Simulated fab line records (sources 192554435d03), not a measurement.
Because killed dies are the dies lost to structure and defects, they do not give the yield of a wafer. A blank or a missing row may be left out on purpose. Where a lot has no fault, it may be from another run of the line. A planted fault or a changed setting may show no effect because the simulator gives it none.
fab line records	flow n5_finfet
record lots=7	wafers=21
route steps=1938 shown ZERO_LAYER@9 FIN_SAQP@102 FIN_CUT@157 DUMMY_GATE@228
start_h: the number of hours between the record's first day and the start of the first shown wafer of the lot	wait_h: time in hours since the lot's previous step	" as in the row above	L1.1+2: one row covering several wafers at once	- no value present, or no start provided	* or withheld: withheld	< > ~ a bound
route shown NAME@n: a module of which the file shows steps, and the number in the route of the first	usual: mean and standard deviation over wafers with no fault	same: alike in all rows	chamber/n: place in a boat	sites: the reading at each site	_std_site: the values' standard deviation	_edge_site: outer sites' mean less inner sites'	radius_mm: how far each site lies from the wafer's centre	mask NAME#n: copy n	behind: tool/chamber where the wafer was last shaped	hold: the reason the lot was held/the length of the hold in hours/how it ended	device: names the non-switching transistor (n, p or np)	end of line: tests run on the same wafers once the route is complete	for a step that has no rows: nothing shown but its recipe	killed: not the wafer's yield, but the dies lost to structure and defects at the first sort	map: the dies of a wafer, with x for killed, . for not killed, _ for no die there
set.NAME: the setting that was run; set.NAME@STEP: the one run at that earlier step	model.NAME: the simulator's own value behind a step, which no gauge read
one table per step and one row per wafer, for lots whose settings were changed on purpose
## steps
# step N5_ZERO_LAYER_EXPOSE_08
# recipe mask_id=ZERO	na=0.55	source_shape=conventional	sigma_outer=0.8	polarization=unpolarized	defocus_nm=0	target_cd_nm=2000	dose_mj=16.2
lot.wafer	tool	chamber	start_h	wait_h	mask	set.dose_mj
L077.1+4+6	krf_scanner-02	0	30.59	-	ZERO#0	16.2
L079.3+5+6	krf_scanner-01	0	42.60	-	ZERO#0	16.2
L080.2+3+4	krf_scanner-01	0	48.51	-	ZERO#0	16.2
L083.3	krf_scanner-02	0	66.63	-	ZERO#0	16.2
L083.4+5	"	0	"	"	ZERO#0	17.07
L085.1	krf_scanner-02	0	78.46	-	ZERO#0	16.2
L085.5+6	"	0	"	"	ZERO#0	16.77
L088.1+6	krf_scanner-02	0	96.59	-	ZERO#0	16.2
L088.5	"	0	"	"	ZERO#0	15.23
L090.1+3+4	krf_scanner-01	0	108.47	-	ZERO#0	16.2
# step N5_ZERO_LAYER_PEB_09
# recipe peb_temp_c=withheld	peb_time_s=*
lot.wafer	tool	chamber	start_h	wait_h	set.peb_time_s
L077.1+4	litho_track-04	0	30.65	0.1	*
L077.6	"	0	"	"	*
L079.3+5+6	litho_track-05	0	42.65	0.0	*
L080.2+3	litho_track-05	0	48.56	0.0	*
L080.4	"	0	"	"	*
L083.3+5	litho_track-02	0	66.68	0.0	*
L083.4	"	0	"	"	*
L085.1+6	litho_track-05	0	78.52	0.1	*
L085.5	"	0	"	"	*
L088.1+5	litho_track-02	0	96.65	0.1	*
L088.6	"	0	"	"	*
L090.1+3	litho_track-04	0	108.52	0.1	*
L090.4	"	0	"	"	*
# step N5_ZERO_LAYER_DEVELOP_10
# recipe develop_time_s=60	rinse_liquid=diw	dry=air_spin	dev_temp_c=21
# step N5_ZERO_LAYER_HARDBAKE_23
# recipe temp_c=130	time_s=120
# step N5_ZERO_LAYER_CD_MEAS_11
# recipe target_cd_nm=2000	landing_energy_ev=500	detector=se_inlens
# usual cd_nm=1999.9/1.3
lot.wafer	tool	chamber	start_h	wait_h	set.dose_mj@ZERO_LAYER_EXPOSE_08	set.peb_time_s@ZERO_LAYER_PEB_09	cd_nm
L077.1	cd_sem-02	0	30.77	-	16.2	*	1999.4
L077.4	"	0	"	"	16.2	*	2000.0
L077.6	"	0	"	"	16.2	*	2004.9
L079.3	cd_sem-02	0	42.77	-	16.2	*	1998.6
L079.5	"	0	"	"	16.2	*	2000.9
L079.6	"	0	"	"	16.2	*	2000.2
L080.2	cd_sem-03	0	48.68	-	16.2	*	2002.0
L080.3	"	0	"	"	16.2	*	2001.5
L080.4	"	0	"	"	16.2	*	1993.2
L083.3	cd_sem-02	0	66.80	-	16.2	*	1999.3
L083.4	"	0	"	"	17.07	*	2013.9
L083.5	"	0	"	"	17.07	*	2008.9
L085.1	cd_sem-03	0	78.64	-	16.2	*	1998.3
L085.5	"	0	"	"	16.77	*	2002.0
L085.6	"	0	"	"	16.77	*	2007.2
L088.1	cd_sem-03	0	96.77	-	16.2	*	2001.0
L088.5	"	0	"	"	15.23	*	1987.3
L088.6	"	0	"	"	16.2	*	2002.4
L090.1	cd_sem-01	0	108.64	-	16.2	*	2004.3
L090.3	"	0	"	"	16.2	*	2003.1
L090.4	"	0	"	"	16.2	*	2000.0
# step N5_ZERO_LAYER_DESCUM_16
# recipe chemistry=O2	time_s=7.9	source_power_w=50	bias_power_w=20	pressure_mtorr=20	rf_frequency_hz=2.712e+07	temp_c=40	o2_flow_sccm=225
lot.wafer	tool	chamber	start_h	wait_h	set.dose_mj@ZERO_LAYER_EXPOSE_08	set.peb_time_s@ZERO_LAYER_PEB_09	model.ZERO_LAYER.cd_nm
L077.1	rie_diel-05	3	30.81	0.0	16.2	*	1999
L077.4	"	0	"	"	16.2	*	-
L077.6	"	0	"	"	16.2	*	2005
L079.3	rie_diel-06	3	42.80	0.0	16.2	*	1999
L079.5	"	0	"	"	16.2	*	2001
L079.6	"	3	"	"	16.2	*	2000
L080.2+3	rie_diel-03	2,0	48.72	0.0	16.2	*	2002
L080.4	"	1	"	"	16.2	*	1993
L083.3	rie_diel-06	0	66.83	0.0	16.2	*	1999
L083.4	"	0	"	"	17.07	*	2014
L083.5	"	1	"	"	17.07	*	2009
L085.1	rie_diel-06	2	78.68	0.0	16.2	*	1998
L085.5	"	2	"	"	16.77	*	2002
L085.6	"	3	"	"	16.77	*	2007
L088.1	rie_diel-05	0	96.89	0.1	16.2	*	2001
L088.5	"	3	"	"	15.23	*	1987
L088.6	"	0	"	"	16.2	*	2003
L090.1	rie_diel-06	3	108.68	0.0	16.2	*	2004
L090.3	"	2	"	"	16.2	*	2003
L090.4	"	1	"	"	16.2	*	2000
# step N5_ZERO_LAYER_ETCH_17
# recipe chemistry=CF4	target=SiO2	target_depth_a=120	time_s=13.3	ion_energy_ev=350	pressure_mtorr=40	source_w=450	bias_w=215	Ar_flow_sccm=100	cf4_flow_sccm=100
lot.wafer	tool	chamber	start_h	wait_h	set.dose_mj@ZERO_LAYER_EXPOSE_08	set.peb_time_s@ZERO_LAYER_PEB_09	model.ZERO_LAYER.cd_nm
L077.1	rie_diel-05	3	30.84	0.0	16.2	*	1999
L077.4	"	0	"	"	16.2	*	-
L077.6	"	0	"	"	16.2	*	2005
L079.3	rie_diel-06	3	42.84	0.0	16.2	*	1998
L079.5	"	0	"	"	16.2	*	2001
L079.6	"	3	"	"	16.2	*	2000
L080.2+3	rie_diel-03	2,0	48.75	0.0	16.2	*	2002
L080.4	"	1	"	"	16.2	*	1993
L083.3	rie_diel-06	0	66.87	0.0	16.2	*	1999
L083.4	"	0	"	"	17.07	*	2014
L083.5	"	1	"	"	17.07	*	2009
L085.1	rie_diel-06	2	78.71	0.0	16.2	*	1998
L085.5	"	2	"	"	16.77	*	2002
L085.6	"	3	"	"	16.77	*	2007
L088.1	rie_diel-05	0	96.93	0.0	16.2	*	2001
L088.5	"	3	"	"	15.23	*	1987
L088.6	"	0	"	"	16.2	*	2003
L090.1	rie_diel-06	3	108.72	0.0	16.2	*	2004
L090.3	"	2	"	"	16.2	*	2003
L090.4	"	1	"	"	16.2	*	2000
# step N5_ZERO_LAYER_ETCH_18
# recipe chemistry=HBr/Cl2	target=Si	target_depth_a=1200	time_s=40	pressure_mtorr=10	icp_w=800	bias_w=75	HBr_flow_sccm=150	Cl2_flow_sccm=80
lot.wafer	tool	chamber	start_h	wait_h	set.dose_mj@ZERO_LAYER_EXPOSE_08	set.peb_time_s@ZERO_LAYER_PEB_09	model.ZERO_LAYER.cd_nm
L077.1	rie_si-03	2	30.91	0.0	16.2	*	1999
L077.4	"	3	"	"	16.2	*	2000
L077.6	"	3	"	"	16.2	*	2005
L079.3	rie_si-04	3	42.91	0.0	16.2	*	1999
L079.5	"	0	"	"	16.2	*	2001
L079.6	"	1	"	"	16.2	*	2000
L080.2+3	rie_si-04	3,1	48.82	0.0	16.2	*	2002
L080.4	"	1	"	"	16.2	*	1993
L083.3	rie_si-01	2	66.94	0.0	16.2	*	1999
L083.4	"	0	"	"	17.07	*	2014
L083.5	"	2	"	"	17.07	*	2009
L085.1	rie_si-04	3	78.79	0.0	16.2	*	1998
L085.5	"	3	"	"	16.77	*	2002
L085.6	"	0	"	"	16.77	*	2007
L088.1	rie_si-03	1	97.00	0.0	16.2	*	2001
L088.5	"	0	"	"	15.23	*	1987
L088.6	"	1	"	"	16.2	*	2003
L090.1	rie_si-04	1	108.79	0.0	16.2	*	2004
L090.3	"	3	"	"	16.2	*	2003
L090.4	"	2	"	"	16.2	*	2000
# step N5_FIN_SAQP_HM_DEP_72
# recipe material=SiO2	target_thk_a=120	temp_c=400	precursor=SiH4/N2O	pressure_torr=0.75	rf_w=275	time_s=7.2
lot.wafer	tool	chamber	start_h	wait_h	set.time_s	model.SiO2_of_FIN_SAQP_HM_DEP_72.thk_nm
L077.1	pecvd-03	1	39.29	0.0	7.747	12.73
L077.4	"	0	"	"	7.747	13.05
L077.6	"	1	"	"	7.2	11.97
L079.3	pecvd-02	2	51.19	0.1	7.2	12.11
L079.5	"	1	"	"	7.2	12.18
L079.6	"	2	"	"	7.2	12.06
L080.2	pecvd-01	0	57.20	0.0	7.2	11.87
L080.3	"	2	"	"	7.2	11.93
L080.4	"	2	"	"	7.2	12.29
L083.3+5	pecvd-02	1	75.22	0.0	7.484	12.43
L083.4	"	2	"	"	7.484	12.3
L085.1	pecvd-02	2	88.64	0.0	7.2	11.63
L085.5	"	1	"	"	6.6	11.03
L085.6	"	2	"	"	6.6	10.88
L088.1	pecvd-01	0	105.54	0.0	7.2	11.71
L088.5	"	2	"	"	8.24	13.81
L088.6	"	0	"	"	8.24	13.86
L090.1	pecvd-03	0	117.04	0.0	7.2	11.98
L090.3	"	2	"	"	6.179	10.55
L090.4	"	0	"	"	7.2	12.19
# step N5_FIN_SAQP_COAT_50
# recipe resist=SiARC	temp_c=220	time_s=60	spin_rpm=1500	resist_thk_nm=35
lot.wafer	tool	chamber	start_h	wait_h	set.spin_rpm	model.SiARC_of_FIN_SAQP_COAT_50.thk_nm
L077.1	litho_track-01	0	-	-	1365	36.57
L077.4	"	0	"	"	1500	34.96
L077.6	"	0	"	"	1500	34.97
L079.3	litho_track-02	0	-	-	1500	34.91
L079.5	"	0	"	"	1500	34.97
L079.6	"	0	"	"	1500	35.07
L080.2	litho_track-01	0	-	-	1417	36.07
L080.3	"	0	"	"	1417	35.94
L080.4	"	0	"	"	1500	35.09
L083.3	litho_track-01	0	-	-	1413	35.96
L083.4	"	0	"	"	1500	34.88
L083.5	"	0	"	"	1500	35.02
L085.1	litho_track-01	0	-	-	1500	35.02
L085.5	"	0	"	"	1500	35.22
L085.6	"	0	"	"	1500	35.13
L088.1	litho_track-02	0	-	-	1500	34.94
L088.5	"	0	"	"	1500	34.99
L088.6	"	0	"	"	1500	34.97
L090.1	litho_track-02	0	-	-	1500	35.01
L090.3	"	0	"	"	1500	35.09
L090.4	"	0	"	"	1500	34.93
# step N5_FIN_SAQP_COAT_10
# recipe resist=CAR-ArF	spin_rpm=1500	resist_thk_nm=90
# step N5_FIN_SAQP_EBR_12
# recipe solvent=PGMEA	ebr_width_mm=1.5
# step N5_FIN_SAQP_DESCUM_21
# recipe chemistry=O2	time_s=7.9	source_power_w=50	bias_power_w=20	pressure_mtorr=20	rf_frequency_hz=2.712e+07	temp_c=40	resist=CAR-ArF	o2_flow_sccm=225
# step N5_FIN_SAQP_ETCH_51
# recipe chemistry=CF4	target=SiARC	target_depth_a=455	mask_material=CAR-ArF	time_s=75.8	ion_energy_ev=80	pressure_mtorr=40	source_w=545	bias_w=36	Ar_flow_sccm=100	cf4_flow_sccm=100	ends=cleared
lot.wafer	tool	chamber	start_h	wait_h	set.spin_rpm@FIN_SAQP_COAT_50	model.etch.depth_nm	model.CAR-ArF_of_FIN_SAQP_COAT_10.thk_nm
L077.1	rie_diel-02	1	39.75	0.0	1365	36.57	49.75
L077.4	"	3	"	"	1500	34.96	51.28
L077.6	"	2	"	"	1500	34.97	51.42
L079.3	rie_diel-04	1	52.31	0.0	1500	34.91	51.28
L079.5	"	2	"	"	1500	34.97	51.27
L079.6	"	1	"	"	1500	35.07	51.01
L080.2	rie_diel-01	1	57.78	0.0	1417	36.07	50.1
L080.3	"	2	"	"	1417	35.94	50.01
L080.4	"	0	"	"	1500	35.09	50.9
L083.3	rie_diel-04	2	75.85	0.0	1413	35.96	50.1
L083.4	"	3	"	"	1500	34.88	50.93
L083.5	"	3	"	"	1500	35.02	51.04
L085.1	rie_diel-02	1	89.22	0.0	1500	35.02	50.99
L085.5	"	3	"	"	1500	35.22	50.96
L085.6	"	0	"	"	1500	35.13	51.04
L088.1	rie_diel-04	0	106.49	0.0	1500	34.94	50.98
L088.5	"	0	"	"	1500	34.99	50.93
L088.6	"	1	"	"	1500	34.97	50.71
L090.1	rie_diel-01	1	117.77	0.0	1500	35.01	50.6
L090.3	"	3	"	"	1500	35.09	50.54
L090.4	"	0	"	"	1500	34.93	50.62
# step N5_FIN_SAQP_ETCH_52
# recipe chemistry=N2/H2	target=SOC	target_depth_a=1000	overetch_a=200	mask_material=SiARC	temp_c=40	time_s=150	ion_energy_ev=200	pressure_mtorr=30	source_w=840	bias_w=150	n2_flow_sccm=200	h2_flow_sccm=200	ends=end_point
lot.wafer	tool	chamber	start_h	wait_h	set.spin_rpm@FIN_SAQP_COAT_50	model.SiARC_of_FIN_SAQP_COAT_50.thk_nm
L077.1	rie_diel-02	1	39.81	0.0	1365	30.69
L077.4	"	3	"	"	1500	29
L077.6	"	2	"	"	1500	29.15
L079.3	rie_diel-04	1	52.36	0.0	1500	29.05
L079.5	"	2	"	"	1500	29.28
L079.6	"	1	"	"	1500	29.22
L080.2	rie_diel-01	1	57.83	0.0	1417	30.14
L080.3	"	2	"	"	1417	29.86
L080.4	"	0	"	"	1500	29.22
L083.3	rie_diel-04	2	75.95	0.1	1413	30.3
L083.4	"	3	"	"	1500	28.93
L083.5	"	3	"	"	1500	29.06
L085.1	rie_diel-02	1	89.28	0.0	1500	29.13
L085.5	"	3	"	"	1500	29.23
L085.6	"	0	"	"	1500	29.37
L088.1	rie_diel-04	0	106.55	0.0	1500	28.75
L088.5	"	0	"	"	1500	28.87
L088.6	"	1	"	"	1500	29.15
L090.1	rie_diel-01	1	117.83	0.0	1500	29.09
L090.3	"	3	"	"	1500	29
L090.4	"	0	"	"	1500	29.06
# step N5_FIN_SAQP_STRIP_53
# recipe chemistry=N2/H2	temp_c=40	n2_flow_sccm=200	h2_flow_sccm=200	rf_frequency_hz=6e+07
# step N5_FIN_SAQP_HM_OPEN_73
# recipe chemistry=CHF3/O2	target=SiO2	stop_on=a-Si	target_depth_a=120	over_etch_frac=1.8	mask_material=SOC	time_s=16.8	pressure_mtorr=30	source_w=650	bias_w=170	Ar_flow_sccm=200	CHF3_flow_sccm=50	O2_flow_sccm=5	ion_energy_ev=200	ends=end_point
lot.wafer	tool	chamber	start_h	wait_h	set.time_s@FIN_SAQP_HM_DEP_72	model.etch.depth_nm
L077.1	rie_diel-02	1	39.92	0.0	7.747	12.73
L077.4	"	3	"	"	7.747	13.05
L077.6	"	2	"	"	7.2	11.97
L079.3	rie_diel-04	1	52.47	0.0	7.2	12.11
L079.5	"	2	"	"	7.2	12.18
L079.6	"	1	"	"	7.2	12.06
L080.2	rie_diel-01	1	57.94	0.0	7.2	11.87
L080.3	"	2	"	"	7.2	11.93
L080.4	"	0	"	"	7.2	12.29
L083.3+5	rie_diel-04	2,3	76.09	0.0	7.484	12.43
L083.4	"	3	"	"	7.484	12.3
L085.1	rie_diel-02	1	89.39	0.0	7.2	11.63
L085.5	"	3	"	"	6.6	11.03
L085.6	"	0	"	"	6.6	10.88
L088.1	rie_diel-04	0	106.65	0.0	7.2	11.71
L088.5	"	0	"	"	8.24	13.81
L088.6	"	1	"	"	8.24	13.86
L090.1	rie_diel-01	1	117.93	0.0	7.2	11.98
L090.3	"	3	"	"	6.179	10.55
L090.4	"	0	"	"	7.2	12.19
# step N5_FIN_CUT_COAT_02
# recipe resist=CAR-EUV	spin_rpm=1500	resist_thk_nm=30
lot.wafer	tool	chamber	start_h	wait_h	set.spin_rpm	model.CAR-EUV_of_FIN_CUT_COAT_02.thk_nm
L077.1+4+6	litho_track-03	0	-	-	1500	30
L079.3	litho_track-03	0	-	-	1500	29.8
L079.5+6	"	0	"	"	1500	30
L080.2+3	litho_track-03	0	-	-	1356	31.6
L080.4	"	0	"	"	1500	30
L083.3+5	litho_track-04	0	-	-	1500	30.2
L083.4	"	0	"	"	1500	30
L085.1+6	litho_track-01	0	-	-	1500	30.2
L085.5	"	0	"	"	1609	29.2
L088.1+5	litho_track-01	0	-	-	1500	30
L088.6	"	0	"	"	1445	30.6
L090.1+3+4	litho_track-01	0	-	-	1346	31.8
# step N5_FIN_CUT_EBR_04
# recipe solvent=PGMEA	ebr_width_mm=1.5
# step N5_FIN_CUT_SOFTBAKE_03
# recipe temp_c=110	time_s=60	resist=CAR-EUV
# step N5_FIN_CUT_DESCUM_13
# recipe chemistry=O2	time_s=7	source_power_w=50	bias_power_w=20	pressure_mtorr=20	rf_frequency_hz=2.712e+07	temp_c=40	resist=CAR-EUV	o2_flow_sccm=225
lot.wafer	tool	chamber	start_h	wait_h	set.spin_rpm@FIN_CUT_COAT_02	model.CAR-EUV_of_FIN_CUT_COAT_02.thk_nm
L077.1+4+6	rie_diel-03	2,1,3	44.81	0.0	1500	26.2
L079.3	rie_diel-06	0	57.73	0.0	1500	25.8
L079.5+6	"	0,2	"	"	1500	26
L080.2	rie_diel-06	0	63.31	0.2	1356	27.6
L080.3	"	1	"	"	1356	27.8
L080.4	"	2	"	"	1500	26.2
L083.3+4+5	rie_diel-05	2,0,2	81.22	0.0	1500	26.2
L085.1+6	rie_diel-05	3	94.67	0.1	1500	26.2
L085.5	"	0	"	"	1609	25.2
L088.1+5	rie_diel-06	1,3	111.40	0.0	1500	26.2
L088.6	"	0	"	"	1445	26.6
L090.1+3+4	rie_diel-03	0,1,3	123.15	0.0	1346	27.8
# step N5_FIN_CUT_ETCH_21
# recipe chemistry=N2/H2	target=SOC	target_depth_a=2190	overetch_a=438	mask_material=SiARC	temp_c=40	ion_energy_ev=100	bias_w=61	time_s=523.5	pressure_mtorr=30	source_w=850	n2_flow_sccm=200	h2_flow_sccm=200
# usual rf_vpp_V=240.9/1.3
lot.wafer	tool	chamber	start_h	wait_h	set.bias_w	rf_vpp_V
L077.1	rie_diel-03	2	44.91	0.0	56.1	227.8
L077.4	"	1	"	"	61	242.1
L077.6	"	3	"	"	56.1	228.9
L079.3	rie_diel-06	0	57.83	0.0	61	240.4
L079.5	"	0	"	"	61	236.8
L079.6	"	2	"	"	61	239.2
L080.2	rie_diel-06	0	63.40	0.0	61	239.8
L080.3	"	1	"	"	61	241.2
L080.4	"	2	"	"	61	240.0
L083.3	rie_diel-05	2	81.31	0.0	61	240.4
L083.4	"	0	"	"	61	239.1
L083.5	"	2	"	"	61	241.0
L085.1	rie_diel-05	3	94.77	0.0	61	244.4
L085.5	"	0	"	"	61	241.8
L085.6	"	3	"	"	61	241.2
L088.1	rie_diel-06	1	111.49	0.0	61	242.4
L088.5	"	3	"	"	61	241.7
L088.6	"	0	"	"	66.82	253.9
L090.1	rie_diel-03	0	123.24	0.0	61	240.9
L090.3	"	1	"	"	53.98	223.8
L090.4	"	3	"	"	53.98	223.6
# step N5_DUMMY_GATE_EXPOSE_12
# recipe mask_id=GATE	na=0.33	source_shape=annular	sigma_inner=0.2	sigma_outer=0.6	polarization=unpolarized	target_cd_nm=25	dose_mj=34
lot.wafer	tool	chamber	start_h	wait_h	mask	set.dose_mj
L077.1+4	euv_scanner-02	0	63.64	-	GATE#0	34
L077.6	"	0	"	"	GATE#0	35.77
L079.3+5+6	euv_scanner-01	0	77.12	-	GATE#0	34
L080.2+4	euv_scanner-01	0	83.63	-	GATE#0	34
L080.3	"	0	"	"	GATE#0	31.53
L083.3+4+5	euv_scanner-01	0	100.08	-	GATE#0	34
L085.1+6	euv_scanner-01	0	112.93	-	GATE#0	34
L085.5	"	0	"	"	GATE#0	35.12
L088.1+5+6	euv_scanner-02	0	130.46	-	GATE#0	34
L090.1+3	euv_scanner-01	0	141.28	-	GATE#0	34
L090.4	"	0	"	"	GATE#0	32.01
# step N5_DUMMY_GATE_PEB_13
# recipe peb_temp_c=100	peb_time_s=60	resist=CAR-EUV
# step N5_DUMMY_GATE_DEVELOP_14
# recipe develop_time_s=30	developer=TMAH	resist=CAR-EUV	rinse_liquid=surfactant_rinse	dry=air_spin	dev_temp_c=23
# step N5_DUMMY_GATE_CD_MEAS_15
# recipe target_cd_nm=25.8	landing_energy_ev=500	detector=se_inlens
# usual cd_nm=24.97/0.23
lot.wafer	tool	chamber	start_h	wait_h	set.dose_mj@DUMMY_GATE_EXPOSE_12	cd_nm
L077.1	cd_sem-01	0	63.77	-	34	24.54
L077.4	"	0	"	"	34	24.61
L077.6	"	0	"	"	35.77	24.06
L079.3	cd_sem-02	0	77.24	-	34	24.90
L079.5	"	0	"	"	34	24.58
L079.6	"	0	"	"	34	24.89
L080.2	cd_sem-03	0	83.76	-	34	24.55
L080.3	"	0	"	"	31.53	26.83
L080.4	"	0	"	"	34	25.44
L083.3	cd_sem-01	0	100.20	-	34	25.22
L083.4	"	0	"	"	34	25.19
L083.5	"	0	"	"	34	25.04
L085.1	cd_sem-03	0	113.06	-	34	25.16
L085.5	"	0	"	"	35.12	24.59
L085.6	"	0	"	"	34	24.58
L088.1	cd_sem-03	0	130.59	-	34	25.25
L088.5	"	0	"	"	34	25.12
L088.6	"	0	"	"	34	24.87
L090.1	cd_sem-03	0	141.41	-	34	24.68
L090.3	"	0	"	"	34	24.49
L090.4	"	0	"	"	32.01	26.08
## key
split step=N5_ZERO_LAYER_EXPOSE_08	setting=dose_mj	stated=16.2	by=wafer
response step=N5_ZERO_LAYER_CD_MEAS_11	reading=cd_nm	slope=+2.06	per=1%	together_with=peb_time_s@ZERO_LAYER_PEB_09	explained=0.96
response step=N5_ZERO_LAYER_DESCUM_16	reading=model.ZERO_LAYER.cd_nm	slope=+2.1	per=1%	together_with=peb_time_s@ZERO_LAYER_PEB_09	explained=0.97
response step=N5_ZERO_LAYER_ETCH_17	reading=model.ZERO_LAYER.cd_nm	slope=+2.1	per=1%	together_with=peb_time_s@ZERO_LAYER_PEB_09	explained=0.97
response step=N5_ZERO_LAYER_ETCH_18	reading=model.ZERO_LAYER.cd_nm	slope=+2.12	per=1%	together_with=peb_time_s@ZERO_LAYER_PEB_09	explained=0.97
split step=N5_ZERO_LAYER_PEB_09	setting=peb_time_s	stated=*	by=wafer
response step=N5_ZERO_LAYER_CD_MEAS_11	reading=cd_nm	slope=+0.287	per=1%	together_with=dose_mj@ZERO_LAYER_EXPOSE_08	explained=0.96
response step=N5_ZERO_LAYER_DESCUM_16	reading=model.ZERO_LAYER.cd_nm	slope=+0.29	per=1%	together_with=dose_mj@ZERO_LAYER_EXPOSE_08	explained=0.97
response step=N5_ZERO_LAYER_ETCH_17	reading=model.ZERO_LAYER.cd_nm	slope=+0.289	per=1%	together_with=dose_mj@ZERO_LAYER_EXPOSE_08	explained=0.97
response step=N5_ZERO_LAYER_ETCH_18	reading=model.ZERO_LAYER.cd_nm	slope=+0.287	per=1%	together_with=dose_mj@ZERO_LAYER_EXPOSE_08	explained=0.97
split step=N5_FIN_SAQP_HM_DEP_72	setting=time_s	stated=7.2	by=wafer
response step=N5_FIN_SAQP_HM_DEP_72	reading=model.SiO2_of_FIN_SAQP_HM_DEP_72.thk_nm	change=+0.121	per=1%	r=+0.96
response step=N5_FIN_SAQP_HM_OPEN_73	reading=model.etch.depth_nm	change=+0.121	per=1%	r=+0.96
split step=N5_FIN_SAQP_COAT_50	setting=spin_rpm	stated=1500	by=wafer
response step=N5_FIN_SAQP_COAT_50	reading=model.SiARC_of_FIN_SAQP_COAT_50.thk_nm	change=-0.174	per=1%	r=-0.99
response step=N5_FIN_SAQP_ETCH_51	reading=model.etch.depth_nm	change=-0.174	per=1%	r=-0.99
response step=N5_FIN_SAQP_ETCH_51	reading=model.CAR-ArF_of_FIN_SAQP_COAT_10.thk_nm	change=+0.167	per=1%	r=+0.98
response step=N5_FIN_SAQP_ETCH_52	reading=model.SiARC_of_FIN_SAQP_COAT_50.thk_nm	change=-0.183	per=1%	r=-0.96
split step=N5_FIN_CUT_COAT_02	setting=spin_rpm	stated=1500	by=wafer
response step=N5_FIN_CUT_COAT_02	reading=model.CAR-EUV_of_FIN_CUT_COAT_02.thk_nm	change=-0.157	per=1%	r=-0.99
response step=N5_FIN_CUT_DESCUM_13	reading=model.CAR-EUV_of_FIN_CUT_COAT_02.thk_nm	change=-0.146	per=1%	r=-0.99
split step=N5_FIN_CUT_ETCH_21	setting=bias_w	stated=61	by=wafer
response step=N5_FIN_CUT_ETCH_21	reading=rf_vpp_V	change=+1.46	per=1%	r=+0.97
split step=N5_DUMMY_GATE_EXPOSE_12	setting=dose_mj	stated=34	by=wafer
response step=N5_DUMMY_GATE_CD_MEAS_15	reading=cd_nm	change=-0.206	per=1%	r=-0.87
